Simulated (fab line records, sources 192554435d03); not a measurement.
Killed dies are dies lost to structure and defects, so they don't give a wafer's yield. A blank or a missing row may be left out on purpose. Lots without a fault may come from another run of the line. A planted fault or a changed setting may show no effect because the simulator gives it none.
fab line records | flow n5_finfet | part 1 of 2: steps 1 to 26 of 36
record lots=5 wafers=15 last_day=17
route steps=1938 shown BEOL_M8@1380 BEOL_M9@1401
lots that met no fault: from a run of the same line without faults
start_h: hours from the record's first day to the start of the lot's first wafer shown | wait_h: hours since the lot's step before | " the same as in the row above | L1.1+2: a row that stands for several wafers | - no value, or no start given | * or withheld: withheld | < > ~ a bound
route shown NAME@n: a module of which the file shows steps, and the number in the route of the first | usual: mean/standard deviation of fault-free wafers | same: alike in all rows | chamber/n: place in a boat | sites: the reading at each site | _std_site: their standard deviation | _edge_site: outer sites' mean less inner sites' | radius_mm: how far each site lies from the wafer's centre | mask NAME#n: copy n | behind: the tool/chamber that last shaped the wafer | hold: why the lot was held/for how many hours/how that ended | device: the transistor (n, p or np) that didn't switch | end of line: the same wafers' tests at the end of the route | a step without rows: its recipe alone | killed: dies lost to structure and defects at the first sort, not the wafer's yield | map: a wafer's dies, x killed, . not, _ none there
set.NAME: the setting as run; set.NAME@STEP: as run at that earlier step | model.NAME: the simulator's own value behind a step, which no gauge read
lots at some steps of the route; a table a step, a row a wafer
services: from which hour (start_h, from the record's first day; less than 0 if before it) a tool's chamber was out of use, for how many hours, and why
## steps
# step N5_BEOL_M8_OCD_MEAS_38
# usual trench_depth_nm=93.5/2.2
# columns lot.wafer tool chamber start_h wait_h trench_depth_nm
L087.4 ocd-02 - 281.62 - 89.9
L087.5 " - " " 97.0
L087.6 " - " " 93.3
L088.1 ocd-01 - 281.84 - 90.9
L088.2 " - " " 95.8
L088.4 " - " " 90.9
L094.1 ocd-01 - 326.77 - 90.2
L094.4 " - " " 94.4
L094.6 " - " " 96.3
L095.2 ocd-02 - 327.24 - 92.6
L095.4 " - " " 95.2
L095.5 " - " " 93.4
L097.2 ocd-01 - 345.54 - 94.7
L097.4 " - " " 91.3
L097.5 " - " " 94.9
# step N5_BEOL_M8_HM_STRIP_39
# recipe chemistry=peroxide_tin_strip material=TiN target_depth_a=250 temp_c=50 time_s=158
# columns lot.wafer tool chamber start_h wait_h
L087.4+5+6 wet_bench-01 4,6,3 281.65 0.0
L088.1+2+4 wet_bench-01 3,4,5 281.87 0.0
L094.1+4+6 wet_bench-04 3,6,7 326.80 0.0
L095.2+4+5 wet_bench-02 1,2,0 327.27 0.0
L097.2+4+5 wet_bench-04 3,4,1 345.59 0.0
# step N5_BEOL_M8_SRD_40
# recipe time_s=30 temp_c=23 rinse_liquid=diw dry=ipa_marangoni
# columns lot.wafer tool chamber start_h wait_h
L087.4+5+6 wet_bench-01 4,6,3 281.69 0.0
L088.1+2+4 wet_bench-01 3,4,5 281.92 0.0
L094.1+4+6 wet_bench-04 3,6,7 326.85 0.0
L095.2+4+5 wet_bench-02 1,2,0 327.31 0.0
L097.2+4+5 wet_bench-04 3,4,1 345.63 0.0
# step N5_BEOL_M8_PRECLEAN_42
# recipe chemistry=residue_remover time_s=60 temp_c=40
# columns lot.wafer tool chamber start_h wait_h
L087.4+5+6 wet_bench-01 4,6,3 281.71 0.0
L088.1+2+4 wet_bench-01 3,4,5 281.93 0.0
L094.1+4+6 wet_bench-04 3,6,7 326.87 0.0
L095.2+4+5 wet_bench-02 1,2,0 327.33 0.0
L097.2+4+5 wet_bench-04 3,4,1 345.65 0.0
# step N5_BEOL_M8_SRD_43
# recipe time_s=30 temp_c=23 rinse_liquid=diw dry=ipa_marangoni
# columns lot.wafer tool chamber start_h wait_h
L087.4+5+6 wet_bench-01 4,6,3 281.73 0.0
L088.1+2+4 wet_bench-01 3,4,5 281.95 0.0
L094.1+4+6 wet_bench-04 3,6,7 326.88 0.0
L095.2+4+5 wet_bench-02 1,2,0 327.35 0.0
L097.2+4+5 wet_bench-04 3,4,1 345.67 0.0
# step N5_BEOL_M8_CD_MEAS_35
# recipe target_cd_nm=40 polarity=opening
# usual cd_nm=40.0/0.89
# columns lot.wafer tool chamber start_h wait_h cd_nm
L087.4 cd_sem-02 - 281.77 0.0 40.5
L087.5 " - " " 41.4
L087.6 " - " " 40.0
L088.1 cd_sem-01 - 281.99 0.0 39.5
L088.2 " - " " 38.7
L088.4 " - " " 39.2
L094.1 cd_sem-01 - 326.92 0.0 39.7
L094.4 " - " " 39.7
L094.6 " - " " 40.5
L095.2 cd_sem-03 - 327.39 0.0 39.7
L095.4 " - " " 39.5
L095.5 " - " " 39.5
L097.2 cd_sem-01 - 345.71 0.0 39.9
L097.4 " - " " 39.6
L097.5 " - " " 39.3
# step N5_BEOL_M8_CURE_75
# recipe temp_c=370 time_s=120 ambient=DMADMS/He material=SiCOH_lowk
# usual lamp_power_pct=52.31/0.055 wafer_temp_C_max=371.7/0.55
# columns lot.wafer tool chamber start_h wait_h lamp_power_pct wafer_temp_C_max
L087.4 uv_cure-03 2 281.96 0.2 52.22 371.6
L087.5 " 2 " " 52.29 371.7
L087.6 " 2 " " 52.30 371.6
L088.1 uv_cure-01 0 282.11 0.1 52.38 371.9
L088.2 " 0 " " 52.28 371.2
L088.4 " 0 " " 52.27 371.2
L094.1 uv_cure-01 1 326.96 0.0 52.32 371.1
L094.4 " 1 " " 52.39 371.4
L094.6 " 1 " " 52.25 370.8
L095.2 uv_cure-01 0 327.48 0.1 52.40 372.2
L095.4 " 0 " " 52.36 371.4
L095.5 " 0 " " 52.25 371.3
L097.2 uv_cure-03 0 345.80 0.1 52.28 372.1
L097.4 " 0 " " 52.25 372.1
L097.5 " 0 " " 52.31 371.4
# step N5_BEOL_M8_DEGAS_44
# recipe ambient=vacuum temp_c=250 time_s=60
# usual heater_power_w=329/31
# columns lot.wafer tool chamber start_h wait_h heater_power_w
L087.4 pvd_sputter-02 - 282.64 0.6 395
L087.5 " - " " 393
L087.6 " - " " 356
L088.1 pvd_sputter-02 - 282.96 0.7 394
L088.2 " - " " 281
L088.4 " - " " 360
L094.1 pvd_sputter-02 - 327.63 0.6 355
L094.4 " - " " 355
L094.6 " - " " 281
L095.2 pvd_sputter-01 - 328.51 1.0 346
L095.4 " - " " 310
L095.5 " - " " 302
L097.2 pvd_sputter-01 - 346.08 0.2 357
L097.4 " - " " 307
L097.5 " - " " 350
# step N5_BEOL_M8_PRE_CLEAN_45
# recipe gas=H2/He time_s=30 temp_c=250
# usual heater_power_w=329/31
# columns lot.wafer tool chamber start_h wait_h heater_power_w
L087.4 pvd_sputter-02 - 282.68 0.0 393
L087.5 " - " " 391
L087.6 " - " " 334
L088.1 pvd_sputter-02 - 283.00 0.0 385
L088.2 " - " " 271
L088.4 " - " " 350
L094.1 pvd_sputter-02 - 327.67 0.0 346
L094.4 " - " " 342
L094.6 " - " " 274
L095.2 pvd_sputter-01 - 328.55 0.0 357
L095.4 " - " " 300
L095.5 " - " " 308
L097.2 pvd_sputter-01 - 346.12 0.0 360
L097.4 " - " " 309
L097.5 " - " " 348
# step N5_BEOL_M8_ALD_77
# recipe material=TaN target_thk_a=20 temp_c=275 ald_precursor_family=PDMAT ald_co_reactant=NH3 pressure_torr=3 carrier_flow_sccm=1500 pulse_time_s=2 purge_time_s=3 co_reactant_purge_time_s=2 co_reactant_pulse_time_s=3 ald_cycles=40 precursor_vessel_temp_c=75 precursor_vessel_pressure_torr=26.25 precursor_vessel_carrier_sccm=1000
# usual heater_power_w=401/47
# columns lot.wafer tool chamber start_h wait_h heater_power_w
L087.4 ald_metal-04 1 282.74 0.0 463
L087.5 " 1 " " 467
L087.6 " 2 " " 349
L088.1 ald_metal-02 2 283.06 0.0 378
L088.2 " 1 " " 454
L088.4 " 0 " " 394
L094.1 ald_metal-04 1 327.75 0.1 462
L094.4 " 0 " " 329
L094.6 " 2 " " 352
L095.2 ald_metal-01 0 328.63 0.1 440
L095.4 " 3 " " 381
L095.5 " 1 " " 434
L097.2 ald_metal-04 2 346.18 0.0 350
L097.4 " 3 " " 405
L097.5 " 2 " " 338
# step N5_BEOL_M8_SURFACE_TREAT_79
# recipe gas=Ar time_s=* ion_energy_ev=* ion_current_ma_cm2=0.5 pressure_mtorr=* ar_flow_sccm=30
# usual throttle_valve_pct=*
# columns lot.wafer tool chamber start_h wait_h throttle_valve_pct
L087.4 pvd_sputter-02 - 283.04 0.2 *
L087.5 " - " " *
L087.6 " - " " *
L088.1 pvd_sputter-03 - 283.42 0.2 *
L088.2 " - " " *
L088.4 " - " " *
L094.1 pvd_sputter-02 - 328.19 0.3 *
L094.4 " - " " *
L094.6 " - " " *
L095.2 pvd_sputter-03 - 328.99 0.2 *
L095.4 " - " " *
L095.5 " - " " *
L097.2 pvd_sputter-01 - 346.50 0.2 *
L097.4 " - " " *
L097.5 " - " " *
# step N5_BEOL_M8_CVD_78
# recipe material=Co target_thk_a=20 temp_c=withheld precursor=CCTBA/H2 pressure_torr=30 time_s=142.3
# columns lot.wafer tool chamber start_h wait_h
L087.4+5+6 cvd_co-01 2,1,0 283.18 0.1
L088.1+2+4 cvd_co-02 2,0,2 283.56 0.1
L094.1+4+6 cvd_co-02 1,1,0 328.26 0.1
L095.2+4+5 cvd_co-01 2,0,1 329.07 0.1
L097.2+4+5 cvd_co-02 0,1,0 346.58 0.1
# step N5_BEOL_M8_SPUTTER_48
# recipe material=Cu target_thk_a=100 temp_c=-20 bias_v=60 power_w=26000 chamber_pressure_pa=0.13 time_s=1.667
# usual chuck_sensor_temp_C=-16.1/0.45 throttle_valve_pct=29.8/0.76
# columns lot.wafer tool chamber start_h wait_h chuck_sensor_temp_C throttle_valve_pct
L087.4 pvd_sputter-02 - 283.42 0.2 -16.0 29.6
L087.5 " - " " -16.2 28.2
L087.6 " - " " -16.1 29.3
L088.1 pvd_sputter-02 - 283.68 0.1 -16.1 29.8
L088.2 " - " " -16.3 28.3
L088.4 " - " " -16.2 31.0
L094.1 pvd_sputter-02 - 328.41 0.1 -16.2 30.9
L094.4 " - " " -16.2 29.4
L094.6 " - " " -16.9 29.5
L095.2 pvd_sputter-03 - 329.25 0.1 -15.8 28.8
L095.4 " - " " -15.7 30.0
L095.5 " - " " -15.8 29.8
L097.2 pvd_sputter-02 - 346.69 0.1 -16.8 29.6
L097.4 " - " " -16.2 28.6
L097.5 " - " " -16.1 30.9
# step N5_BEOL_M8_ECD_50
# recipe material=Cu target_thk_a=3000
# columns lot.wafer tool chamber start_h wait_h
L087.4+5+6 ecd_cu-02 1,0,1 283.56 0.1
L088.1+2+4 ecd_cu-01 1,0,1 283.80 0.1
L094.1+4+6 ecd_cu-01 1,0,0 328.52 0.1
L095.2+4+5 ecd_cu-01 0,0,1 329.37 0.1
L097.2+4+5 ecd_cu-02 1,1,0 346.81 0.1
# step N5_BEOL_M8_ANNEAL_51
# recipe temp_c=225 time_s=90 ambient=N2
# usual wafer_temp_C_max=226.07/0.24
# columns lot.wafer tool chamber start_h wait_h wafer_temp_C_max
L087.4 rtp_anneal-01 0 283.87 0.3 226.54
L087.5 " 0 " " 226.16
L087.6 " 0 " " 225.85
L088.1 rtp_anneal-02 0 283.89 0.1 225.65
L088.2 " 0 " " 225.82
L088.4 " 0 " " 226.08
L094.1 rtp_anneal-01 0 328.74 0.2 225.79
L094.4 " 0 " " 225.58
L094.6 " 0 " " 226.41
L095.2 rtp_anneal-02 0 329.51 0.1 226.30
L095.4 " 0 " " 226.25
L095.5 " 0 " " 226.42
L097.2 rtp_anneal-02 0 347.39 0.6 226.31
L097.4 " 0 " " 226.25
L097.5 " 0 " " 226.22
# step N5_BEOL_M8_CMP_52
# recipe stop_on=SiCOH_lowk t_overpolish_s=6.9 down_force_psi=1 platen_rpm=50 clearing_platen_down_force_psi=1.5 clearing_platen_rpm=50 post_cmp_clean=cu_alkaline target_thk_nm=80 clearing_platen_pad_velocity_m_s=0.99484 pad_velocity_m_s=0.99484
# usual barrier_field_endpoint_s=28.6/0.97 motor_current_A=6.3/0.63 overpolish_run_s=6.898/0.0095 time_to_endpoint_s=60/4.2
# columns lot.wafer tool chamber start_h wait_h barrier_field_endpoint_s motor_current_A overpolish_run_s time_to_endpoint_s
L087.4 cmp-04 3 284.07 0.2 29.1 6.3 6.893 60
L087.6 " 3 " " 28.9 6.2 6.903 60
L087.5 " 0 " " 28.3 6.2 6.882 55
L088.2 cmp-01 0 284.19 0.2 28.9 7.3 6.900 61
L088.1 " 1 " " 29.1 5.7 6.883 65
L088.4 " 2 " " 27.7 5.1 6.887 58
L094.4 cmp-03 1 329.07 0.2 29.7 6.8 6.906 64
L094.1 " 3 " " 30.0 7.1 6.889 64
L094.6 " 0 " " 29.3 6.0 6.898 58
L095.2 cmp-03 1 329.76 0.2 27.7 7.1 6.905 62
L095.4 " 0 " " 27.6 6.0 6.905 58
L095.5 " 2 " " 27.3 6.9 6.898 56
L097.4 cmp-04 2 347.73 0.2 29.3 5.5 6.898 66
L097.2 " 3 " " 28.3 6.5 6.903 62
L097.5 " 0 " " 27.8 6.3 6.895 58
# step N5_BEOL_M8_THK_MEAS_53
# recipe thk_meas_gauge=xrf reads=Cu_of_BEOL_M8_ECD_50
# usual M8_THK=80.0/2.4
# columns lot.wafer tool chamber start_h wait_h M8_THK[nm]
L087.4 film_metro-02 - 284.36 - 76.5
L087.5 " - " " 80.7
L087.6 " - " " 78.6
L088.1 film_metro-01 - 284.48 - 78.1
L088.2 " - " " 81.9
L088.4 " - " " 76.9
L094.1 film_metro-01 - 329.33 - 79.4
L094.4 " - " " 81.9
L094.6 " - " " 81.4
L095.2 film_metro-01 - 330.06 - 80.6
L095.4 " - " " 82.0
L095.5 " - " " 79.4
L097.2 film_metro-02 - 347.95 - 82.4
L097.4 " - " " 79.8
L097.5 " - " " 81.2
# step N5_BEOL_M8_PRE_CLEAN_55
# recipe gas=NH3 time_s=15 temp_c=withheld rf_power_w=300
# columns lot.wafer tool chamber start_h wait_h
L087.4+5+6 pecvd-01 0,2,1 284.41 0.0
L088.1+2+4 pecvd-03 2,0,1 284.52 0.0
L094.1+4+6 pecvd-03 1,1,0 329.36 0.0
L095.2+4+5 pecvd-04 0,1,0 330.09 0.0
L097.2+4+5 pecvd-03 1,2,0 347.99 0.0
# step N5_BEOL_M8_DEP_56
# recipe material=SiCN target_thk_a=100 temp_c=withheld precursor=3MS/NH3 pressure_torr=3 rf_w=202 time_s=17.5
# usual showerhead_plenum_p_Torr=3.666/0.016 throttle_valve_pct=8.7/0.45
# columns lot.wafer tool chamber start_h wait_h showerhead_plenum_p_Torr throttle_valve_pct
L087.4 pecvd-01 0 284.44 0.0 3.675 8.5
L087.5 " 2 " " 3.672 8.1
L087.6 " 1 " " 3.641 9.2
L088.1 pecvd-03 2 284.54 0.0 3.657 8.8
L088.2 " 0 " " 3.649 9.0
L088.4 " 1 " " 3.652 8.7
L094.1 pecvd-03 1 329.39 0.0 3.649 8.7
L094.4 " 1 " " 3.665 9.0
L094.6 " 0 " " 3.639 8.8
L095.2 pecvd-04 0 330.12 0.0 3.684 8.7
L095.4 " 1 " " 3.689 9.5
L095.5 " 0 " " 3.694 8.5
L097.2 pecvd-03 1 348.01 0.0 3.663 8.9
L097.4 " 2 " " 3.646 9.0
L097.5 " 0 " " 3.646 8.9
# step N5_BEOL_M8_RS_MEAS_57
# recipe thk_meas_gauge=four-point-probe reads=Cu_of_BEOL_M8_ECD_50+Co_of_BEOL_M8_CVD_78+TaN_of_BEOL_M8_ALD_77
# usual M8_RS=0.289/0.01
# columns lot.wafer tool chamber start_h wait_h M8_RS[ohm/sq]
L087.4 film_metro-01 - 284.50 0.0 0.307
L087.5 " - " " 0.287
L087.6 " - " " 0.296
L088.1 film_metro-02 - 284.61 0.1 0.298
L088.2 " - " " 0.282
L088.4 " - " " 0.304
L094.1 film_metro-01 - 329.46 0.1 0.291
L094.4 " - " " 0.281
L094.6 " - " " 0.282
L095.2 film_metro-01 - 330.19 0.1 0.287
L095.4 " - " " 0.281
L095.5 " - " " 0.291
L097.2 film_metro-02 - 348.08 0.1 0.281
L097.4 " - " " 0.291
L097.5 " - " " 0.286
# step N5_BEOL_M8_INSPECT_58
# recipe inspect_instrument=darkfield mode=post_dep
# usual raw_defect_count=71/22
# columns lot.wafer tool chamber start_h wait_h raw_defect_count
L087.4 defect_inspect-02 - 284.78 0.3 93
L087.5 " - " " 84
L087.6 " - " " 88
L088.1 defect_inspect-02 - 284.78 0.2 44
L088.2 " - " " 66
L088.4 " - " " 36
L094.1 defect_inspect-01 - 329.48 0.0 95
L094.4 " - " " 61
L094.6 " - " " 83
L095.2 defect_inspect-01 - 330.21 0.0 86
L095.4 " - " " 49
L095.5 " - " " 73
L097.2 defect_inspect-01 - 348.11 0.0 92
L097.4 " - " " 100
L097.5 " - " " 66
# step N5_BEOL_M9_ILD_DEP_00
# recipe material=SiCOH_lowk target_thk_a=3085.1 temp_c=300 precursor=DEMS/porogen pressure_torr=5 rf_w=500 time_s=58
# usual heater_power_w=297/34 showerhead_plenum_p_Torr=5.745/0.018 throttle_valve_pct=13.6/0.86
# columns lot.wafer tool chamber start_h wait_h heater_power_w showerhead_plenum_p_Torr throttle_valve_pct
L088.1 pecvd-04 1 284.82 0.0 321 5.781 14.3
L088.2 " 2 " " 367 5.730 12.4
L088.4 " 0 " " 317 5.751 13.3
L087.4 pecvd-01 1 284.84 0.1 293 5.695 13.9
L087.5 " 2 " " 316 5.742 12.6
L087.6 " 0 " " 262 5.757 13.1
L094.1 pecvd-02 1 329.52 0.0 347 5.754 13.8
L094.4 " 2 " " 235 5.734 13.6
L094.6 " 1 " " 351 5.744 14.0
L095.2 pecvd-01 1 330.25 0.0 271 5.725 14.1
L095.4 " 2 " " 281 5.742 12.8
L095.5 " 0 " " 254 5.763 12.9
L097.2 pecvd-02 0 348.14 0.0 279 5.739 15.1
L097.4 " 0 " " 287 5.737 15.2
L097.5 " 2 " " 279 5.737 14.0
# step N5_BEOL_M9_CURE_71
# recipe temp_c=385 time_s=240 ambient=He/Ar material=SiCOH_lowk
# usual lamp_power_pct=52.31/0.055 wafer_temp_C_max=387.0/0.75
# columns lot.wafer tool chamber start_h wait_h lamp_power_pct wafer_temp_C_max
L088.1 uv_cure-01 2 284.90 0.0 52.32 387.5
L088.2 " 2 " " 52.35 387.0
L088.4 " 2 " " 52.31 387.3
L087.4 uv_cure-03 1 285.13 0.3 52.26 386.0
L087.5 " 1 " " 52.38 386.3
L087.6 " 1 " " 52.39 386.8
L094.1 uv_cure-03 0 329.60 0.0 52.29 386.8
L094.4 " 0 " " 52.35 386.2
L094.6 " 0 " " 52.23 386.2
L095.2 uv_cure-02 1 330.41 0.1 52.25 386.7
L095.4 " 1 " " 52.28 386.2
L095.5 " 1 " " 52.25 386.7
L097.2 uv_cure-01 2 348.30 0.1 52.33 387.8
L097.4 " 2 " " 52.36 387.3
L097.5 " 2 " " 52.39 387.2
# step N5_BEOL_M9_THK_MEAS_01
# recipe reads=SiCOH_lowk_of_BEOL_M9_ILD_DEP_00
# usual M9_ILD_THK=267/3.8
# columns lot.wafer tool chamber start_h wait_h M9_ILD_THK[nm]
L087.4 film_metro-02 - 285.41 0.2 267
L087.5 " - " " 269
L087.6 " - " " 272
L088.1 film_metro-01 - 285.89 0.8 266
L088.2 " - " " 262
L088.4 " - " " 268
L094.1 film_metro-01 - 330.11 0.4 268
L094.4 " - " " 274
L094.6 " - " " 268
L095.2 film_metro-02 - 330.84 0.4 263
L095.4 " - " " 269
L095.5 " - " " 274
L097.2 film_metro-02 - 348.73 0.4 264
L097.4 " - " " 267
L097.5 " - " " 268
# step N5_BEOL_M9_PECVD_70
# recipe material=SiO2 target_thk_a=200 temp_c=400 precursor=TEOS/O2 pressure_torr=5.5 rf_w=450 teos_flow_sccm=53.8 gas=O2 flow_sccm=3000 time_s=22.7
# usual heater_power_w=694/72 showerhead_plenum_p_Torr=8.81/0.069 throttle_valve_pct=22.0/1.3
# columns lot.wafer tool chamber start_h wait_h heater_power_w showerhead_plenum_p_Torr throttle_valve_pct
L087.4 pecvd-02 0 285.46 0.1 589 8.77 24.0
L087.5 " 1 " " 696 8.84 22.7
L087.6 " 2 " " 629 8.82 22.0
L088.1 pecvd-01 2 285.93 0.0 725 8.80 20.6
L088.2 " 0 " " 594 8.85 20.9
L088.4 " 1 " " 685 8.68 22.3
L094.1 pecvd-01 1 330.15 0.0 655 8.65 22.2
L094.4 " 0 " " 640 8.86 21.3
L094.6 " 2 " " 674 8.79 20.7
L095.2 pecvd-02 0 330.88 0.0 690 8.79 24.6
L095.4 " 1 " " 754 8.83 22.5
L095.5 " 0 " " 691 8.78 24.4
L097.2 pecvd-04 2 348.77 0.0 737 8.80 19.6
L097.4 " 2 " " 735 8.79 20.0
L097.5 " 0 " " 671 8.86 21.4
# step N5_BEOL_M9_HM_DEP_02
# recipe material=TiN target_thk_a=200 temp_c=25 chamber_pressure_pa=0.49996
# usual throttle_valve_pct=29.8/0.78
# columns lot.wafer tool chamber start_h wait_h throttle_valve_pct
L087.4 pvd_sputter-02 - 286.68 1.2 29.5
L087.5 " - " " 28.5
L087.6 " - " " 29.7
L088.1 pvd_sputter-03 - 286.68 0.7 29.1
L088.2 " - " " 30.1
L088.4 " - " " 30.9
L094.1 pvd_sputter-02 - 330.81 0.6 29.8
L094.4 " - " " 29.7
L094.6 " - " " 31.0
L095.2 pvd_sputter-02 - 331.73 0.8 30.7
L095.4 " - " " 29.7
L095.5 " - " " 29.5
L097.2 pvd_sputter-02 - 349.16 0.4 30.7
L097.4 " - " " 28.7
L097.5 " - " " 31.0
